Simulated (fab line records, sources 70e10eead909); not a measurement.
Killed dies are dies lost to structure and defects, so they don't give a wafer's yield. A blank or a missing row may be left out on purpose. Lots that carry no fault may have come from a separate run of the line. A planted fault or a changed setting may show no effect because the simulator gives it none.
Matching of chambers / flow nand_harc / 4 sister chambers for NHARC_P_GATE_DESCUM_13 on rie_diel-07
The step chemistry O2, time 3 s. 20 wafers are shown with their chamber, then 10 later ones without.

WAFERS PAIRED WITH THEIR CHAMBERS
wafer=L074.2; chamber=0; rf_vpp_V (V)=57.2; oes_product_au (a.u.)=1.005; throttle_valve_pct (%)=11.332
wafer=L074.3; chamber=1; rf_vpp_V (V)=58.8; oes_product_au (a.u.)=1.006; throttle_valve_pct (%)=11.325
wafer=L074.4; chamber=3; rf_vpp_V (V)=58.2; oes_product_au (a.u.)=1.012; throttle_valve_pct (%)=11.327
wafer=L074.1; chamber=2; rf_vpp_V (V)=59.0; oes_product_au (a.u.)=0.999; throttle_valve_pct (%)=11.299
wafer=L074.5; chamber=1; rf_vpp_V (V)=57.7; oes_product_au (a.u.)=0.998; throttle_valve_pct (%)=11.326
wafer=L074.6; chamber=2; rf_vpp_V (V)=58.5; oes_product_au (a.u.)=0.995; throttle_valve_pct (%)=11.294
wafer=L075.2; chamber=2; rf_vpp_V (V)=59.2; oes_product_au (a.u.)=0.986; throttle_valve_pct (%)=11.305
wafer=L075.4; chamber=3; rf_vpp_V (V)=57.9; oes_product_au (a.u.)=1.010; throttle_valve_pct (%)=11.323
wafer=L075.5; chamber=0; rf_vpp_V (V)=57.1; oes_product_au (a.u.)=0.985; throttle_valve_pct (%)=11.303
wafer=L077.3; chamber=1; rf_vpp_V (V)=58.6; oes_product_au (a.u.)=0.993; throttle_valve_pct (%)=11.324
wafer=L077.4; chamber=2; rf_vpp_V (V)=58.8; oes_product_au (a.u.)=0.989; throttle_valve_pct (%)=11.305
wafer=L077.5; chamber=2; rf_vpp_V (V)=56.4; oes_product_au (a.u.)=0.998; throttle_valve_pct (%)=11.324
wafer=L082.2; chamber=3; rf_vpp_V (V)=57.2; oes_product_au (a.u.)=0.998; throttle_valve_pct (%)=11.319
wafer=L082.4; chamber=2; rf_vpp_V (V)=58.3; oes_product_au (a.u.)=1.009; throttle_valve_pct (%)=11.318
wafer=L082.5; chamber=3; rf_vpp_V (V)=58.7; oes_product_au (a.u.)=1.002; throttle_valve_pct (%)=11.313
wafer=L083.2; chamber=1; rf_vpp_V (V)=57.8; oes_product_au (a.u.)=0.999; throttle_valve_pct (%)=11.308
wafer=L083.3; chamber=3; rf_vpp_V (V)=57.0; oes_product_au (a.u.)=1.005; throttle_valve_pct (%)=11.306
wafer=L083.6; chamber=1; rf_vpp_V (V)=58.9; oes_product_au (a.u.)=1.004; throttle_valve_pct (%)=11.319
wafer=L088.1; chamber=1; rf_vpp_V (V)=56.5; oes_product_au (a.u.)=0.997; throttle_valve_pct (%)=11.291
wafer=L088.3; chamber=3; rf_vpp_V (V)=57.7; oes_product_au (a.u.)=1.008; throttle_valve_pct (%)=11.306

SIGNATURES, as means of the wafers listed above
reading=rf_vpp_V; chamber 0=57.150; chamber 1=58.050; chamber 2=58.367; chamber 3=57.783; scatter within a chamber=0.842
reading=oes_product_au; chamber 0=0.99500; chamber 1=0.99950; chamber 2=0.99600; chamber 3=1.00583; scatter within a chamber=0.00699
reading=throttle_valve_pct; chamber 0=11.31750; chamber 1=11.31550; chamber 2=11.30750; chamber 3=11.31567; scatter within a chamber=0.0122
Rule: a wafer's distance from a chamber is the root of the sum, over the readings, of the square of ((its reading less the chamber's mean) divided by the reading's scatter). If the next closest chamber is less than 2 further off than the closest, the wafer can't be placed; otherwise it belongs to the closest. The scatter: take each reading less its chamber's mean, square it, sum over the shown wafers, divide by the number of wafers less the number of chambers, and take the root.

WAFERS WITH NO CHAMBER GIVEN
wafer=L088.6; rf_vpp_V (V)=59.1; oes_product_au (a.u.)=1.002; throttle_valve_pct (%)=11.329
wafer=L089.1; rf_vpp_V (V)=58.7; oes_product_au (a.u.)=1.012; throttle_valve_pct (%)=11.308
wafer=L089.4; rf_vpp_V (V)=58.6; oes_product_au (a.u.)=1.004; throttle_valve_pct (%)=11.285
wafer=L089.5; rf_vpp_V (V)=57.1; oes_product_au (a.u.)=0.998; throttle_valve_pct (%)=11.319
wafer=L094.1; rf_vpp_V (V)=57.1; oes_product_au (a.u.)=0.997; throttle_valve_pct (%)=11.306
wafer=L094.2; rf_vpp_V (V)=57.4; oes_product_au (a.u.)=0.986; throttle_valve_pct (%)=11.312
wafer=L094.5; rf_vpp_V (V)=58.9; oes_product_au (a.u.)=0.997; throttle_valve_pct (%)=11.318
wafer=L097.2; rf_vpp_V (V)=57.3; oes_product_au (a.u.)=1.009; throttle_valve_pct (%)=11.304
wafer=L097.3; rf_vpp_V (V)=59.2; oes_product_au (a.u.)=0.999; throttle_valve_pct (%)=11.310
wafer=L097.6; rf_vpp_V (V)=58.8; oes_product_au (a.u.)=1.007; throttle_valve_pct (%)=11.317

EACH ONE'S CHAMBER
wafer=L088.6; from the rows above=can't be placed: 1 or 3 or 2 or 0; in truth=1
wafer=L089.1; from the rows above=can't be placed: 3 or 1 or 2 or 0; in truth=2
wafer=L089.4; from the rows above=can't be placed: 2 or 1 or 3 or 0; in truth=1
wafer=L089.5; from the rows above=can't be placed: 0 or 1 or 3 or 2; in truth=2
wafer=L094.1; from the rows above=can't be placed: 0 or 1 or 2 or 3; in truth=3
wafer=L094.2; from the rows above=can't be placed: 0 or 2 or 1 or 3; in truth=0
wafer=L094.5; from the rows above=can't be placed: 2 or 1 or 3 or 0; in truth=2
wafer=L097.2; from the rows above=can't be placed: 3 or 1 or 2 or 0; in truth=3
wafer=L097.3; from the rows above=can't be placed: 2 or 1 or 3 or 0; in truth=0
wafer=L097.6; from the rows above=can't be placed: 3 or 1 or 2 or 0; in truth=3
0 of 10 placed correctly. Not placeable from these rows: 10 (in 10, the candidates include the true chamber). Placed wrongly: 0.
